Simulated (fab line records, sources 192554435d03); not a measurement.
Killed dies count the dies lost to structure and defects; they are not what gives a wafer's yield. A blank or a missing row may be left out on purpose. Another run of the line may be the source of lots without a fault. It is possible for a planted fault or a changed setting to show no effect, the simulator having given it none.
Split-lot study | flow n5-finfet | 21 wafers read from 7 lots, route of 1938 steps

== THE SPLIT ITSELF ==
At N5_BEOL_M1_COAT_76 (time 60 s, resist thk 5 nm), the setting spin-rpm was moved away from the recipe's 1500 rpm on 7 of the 21 wafers read, by -10.4% to +4.6%. This setting was run at the recipe's value on the other wafers.

== FROM THE SPLIT TO THE READING: what the file shows between them, 3 steps ==
- N5_BEOL_M1_COAT_22: resist thk 30 nm
- N5_BEOL_M1_EBR_24
- N5_BEOL_M1_DESCUM_33: chemistry O2, time 7 s

== THE READING ==
etch.depth-nm (the simulator's own value, which no gauge read), in nm, at N5_BEOL_M1_ETCH_77 (etches underlayer in N2/H2, target depth 6.5 nm, time 5.2 s). No usual value for it is given in the file. Across the 14 wafers here that went through the recipe, the average is 4.998 nm and the standard deviation 0.011 nm.

wafer  | tool, chamber at the split | spin-rpm as run, rpm | against the recipe | etch.depth-nm, nm | against lot-mates on the recipe
L077.2 | litho-track-02, 0          | 1500                 | recipe             | 5.003             | -
L077.4 | litho-track-02, 0          | 1500                 | recipe             | 4.995             | -
L077.6 | litho-track-02, 0          | 1500                 | recipe             | 4.982             | -
L078.3 | litho-track-01, 0          | 1500                 | recipe             | 5.009             | -
L078.5 | litho-track-01, 0          | 1344                 | -10.4%             | 5.277             | +0.268
L078.6 | litho-track-01, 0          | 1344                 | -10.4%             | 5.305             | +0.296
L083.3 | litho-track-01, 0          | 1451                 | -3.3%              | 5.078             | +0.092
L083.4 | litho-track-01, 0          | 1451                 | -3.3%              | 5.079             | +0.093
L083.5 | litho-track-01, 0          | 1500                 | recipe             | 4.986             | -
L085.2 | litho-track-03, 0          | 1500                 | recipe             | 4.997             | -
L085.3 | litho-track-03, 0          | 1500                 | recipe             | 4.993             | -
L085.5 | litho-track-03, 0          | 1442                 | -3.9%              | 5.114             | +0.119
L086.3 | litho-track-03, 0          | 1500                 | recipe             | 5.009             | -
L086.4 | litho-track-03, 0          | 1562                 | +4.1%              | 4.914             | -0.101
L086.6 | litho-track-03, 0          | 1500                 | recipe             | 5.021             | -
L089.3 | litho-track-03, 0          | 1500                 | recipe             | 4.997             | -
L089.5 | litho-track-03, 0          | 1500                 | recipe             | 5.007             | -
L089.6 | litho-track-03, 0          | 1569                 | +4.6%              | 4.909             | -0.093
L097.1 | litho-track-02, 0          | 1500                 | recipe             | 4.99              | -
L097.4 | litho-track-02, 0          | 1500                 | recipe             | 4.982             | -
L097.5 | litho-track-02, 0          | 1500                 | recipe             | 4.999             | -

THE FIT
A straight line over all 21 wafers: etch.depth-nm changes by -0.0266 nm for each +1% of spin-rpm; r = -0.99; the points scatter about the line by 0.015 nm.
The same after taking each lot's own level away (the mean of its wafers on the recipe; 21 wafers): -0.0264 nm for each +1%; r = -0.99; scatter 0.01 nm.
According to that fit, moving spin-rpm by its largest amount changes the reading by 0.27 nm.
Measured against the standard deviation above, the lots' own levels, which go from 4.9860 to 5.0150 nm, span 2.7 times it.
So the lot-to-lot level changes the slope little: the two slopes agree.
Check: +0.285 nm against its lot-mates is what the line predicts for one of the wafers moved furthest among these (-10.4%) when that wafer is left out of the fit. It came out at +0.268 nm against them.

== OTHER SPLITS APPLIED TO THESE WAFERS ==
Note: prior to the reading, these wafers also went through further splits. Each is held against what the fit with the lots' levels taken away leaves over:
other split on the same wafers | wafers away from the commonest value | r with etch.depth-nm (lot level and that fit taken away)
N5_BEOL_M1_COAT_05 spin-rpm    | 7                                    | -0.17
N5_BEOL_M1_COAT_68 spin-rpm    | 11                                   | -0.05

== FILE'S OWN FIT ==
etch.depth-nm changes by -0.0264 nm for each +1% of spin-rpm, r = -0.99.
